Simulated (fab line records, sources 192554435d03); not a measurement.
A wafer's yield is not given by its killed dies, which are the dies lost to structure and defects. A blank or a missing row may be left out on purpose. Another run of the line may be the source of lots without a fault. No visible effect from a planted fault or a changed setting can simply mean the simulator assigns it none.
A struck lot beside a sound one ; flow n5-finfet ; 15 steps out of a route of 1938
Sound: these wafers, L292.1, L292.3, L292.6. Struck: wafer L284.3. (L284.4, L284.5 of the same lot were not struck and are left out.) The cause comes at the end.
Each step with rows lists, per side, the tool, then ch with its chambers, then its first start. Under that, the readings that differ: sound wafers ; struck wafers ; difference of the means ; sigmas: that difference in standard deviations of wafers without a fault.
alike: a reading whose means differ by less than 2 such deviations, as well as words and numbers matching on both sides. not compared: withheld readings; readings where some wafer has no value; bounds like >300 that might hide an equal value; numbers whose values overlap and for which the record gives no deviation.
A row with sigmas, a row that says differs or no value, or rows on one side alone: a step with any of these is where the two part. Non-overlapping numbers with no deviation appear without sigmas and do not part them. A reading missing from all wafers of one side parts the sides only when that side holds two or more wafers.

first, 4 steps without rows for these wafers: N5_HKMG_FIN_SOFTBAKE_07 (time 60 s); N5_HKMG_FIN_EXPOSE_09 (exposes mask NWFM); N5_HKMG_FIN_PEB_10 (peb time 60 s); N5_HKMG_FIN_DEVELOP_11 (develop time 30 s).
N5_HKMG_FIN_CD_MEAS_12: the cd target is 92.8 nm.
  sound on cd-sem-02 ch 0, day 9 08:09; struck on cd-sem-01 ch 0, day 7 12:55
  alike: cd-nm
N5_HKMG_FIN_OVL_MEAS_13:
  sound on overlay-01 ch 0, day 9 08:11; struck on overlay-02 ch 0, day 7 12:56
  alike: NWFM_OVL
N5_HKMG_FIN_INSPECT_14: inspects for defects (macro).
  sound on defect-inspect-02, day 9 08:12; struck on defect-inspect-01, day 7 12:58
  alike: raw-defect-count
N5_HKMG_FIN_DESCUM_17: chemistry O2, time 7.9 s.
  sound on rie-diel-02 ch 1,3, day 9 08:18; struck on rie-diel-04 ch 3, day 7 13:00
  alike: drypump-motor-current-A, oes-product-au, rf-vpp-V, showerhead-plenum-p-Torr, throttle-valve-pct
  not compared: rf-hours-counter-h
N5_HKMG_FIN_ETCH_31: etches SiARC in CF4, target depth 45.5 nm, time 75.8 s.
  sound on rie-diel-02 ch 1,3, day 9 08:20; struck on rie-diel-04 ch 3, day 7 13:02
reading;sound;struck;difference;sigmas
etch-rf-on-time-s (s);74.9 74.5 75.0;78.2;+3.4;+3
oes-product-au (a.u.);0.76 0.74 0.73;0.60;-0.14;-2
  alike: drypump-motor-current-A, rf-fwd-power-W, rf-vpp-V, showerhead-plenum-p-Torr, throttle-valve-pct
  not compared: rf-hours-counter-h
N5_HKMG_FIN_ETCH_32: etches SOC in N2/H2, target depth 240 nm, time 300 s.
  sound on rie-diel-02 ch 1,3, day 9 08:23; struck on rie-diel-04 ch 3, day 7 13:05
reading;sound;struck;difference;sigmas
rf-fwd-power-W (W);834.4 836.2 838.1;843.0;+6.8;+3
  alike: drypump-motor-current-A, oes-product-au, rf-vpp-V, showerhead-plenum-p-Torr, throttle-valve-pct
  not compared: rf-hours-counter-h
then, 1 step without rows for these wafers: N5_HKMG_FIN_STRIP_33 (strips in N2/H2).
N5_HKMG_FIN_STRIP_34: strips in CF4.
  sound on rie-diel-02 ch 1,3, day 9 08:35; struck on rie-diel-04 ch 3, day 7 13:17
reading;sound;struck;difference;sigmas
rf-vpp-V (V);271.7 272.2 272.1;268.7;-3.3;-2
  alike: drypump-motor-current-A, oes-product-au, showerhead-plenum-p-Torr, throttle-valve-pct
  not compared: rf-hours-counter-h
N5_HKMG_FIN_ETCH_35: etches SOC in N2/H2, target depth 215.8 nm, time 243.4 s.
  sound on rie-diel-02 ch 1,3, day 9 08:36; struck on rie-diel-04 ch 3, day 7 13:18
reading;sound;struck;difference;sigmas
oes-product-au (a.u.);0.88 0.86 0.86;0.62;-0.25;-3
rf-fwd-power-W (W);2982 2995 2985;2265;-722;-81
rf-vpp-V (V);140.3 141.7 142.5;155.4;+13.9;+13
model.etch.depth-nm (nm);216.6 217.5 215.9;167;-50;
model.SOC_of_HKMG_FIN_COAT_29.thk-nm (nm);83.8 82 84;132.4;+49.1;
model.HKMG_FIN.feature-depth-nm (nm);216.6 217.6 216;167;-50;
  alike: drypump-motor-current-A, showerhead-plenum-p-Torr, throttle-valve-pct
  not compared: rf-hours-counter-h
N5_HKMG_FIN_STRIP_92: strips SOC in N2/H2, time 20 s.
  sound on rie-diel-02 ch 1,3, day 9 08:45; struck on rie-diel-04 ch 3, day 7 13:27
reading;sound;struck;difference;sigmas
oes-product-au (a.u.);0.88 0.86 0.86;0.69;-0.18;-2
model.SOC_of_HKMG_FIN_COAT_29.thk-nm (nm);73.6 71.6 73.8;122.6;+49.6;
  alike: drypump-motor-current-A, rf-vpp-V, showerhead-plenum-p-Torr, throttle-valve-pct
  not compared: rf-hours-counter-h
then, 1 step without rows for these wafers: N5_HKMG_FIN_WET_ETCH_18 (etches TiN in SC1, time 55 s, target depth 5.2 nm, rinse time 30 s).

== WHERE THEY PART ==
First at N5_HKMG_FIN_ETCH_31; last, within this record, at N5_HKMG_FIN_STRIP_92.

WHY: what the simulator had put in
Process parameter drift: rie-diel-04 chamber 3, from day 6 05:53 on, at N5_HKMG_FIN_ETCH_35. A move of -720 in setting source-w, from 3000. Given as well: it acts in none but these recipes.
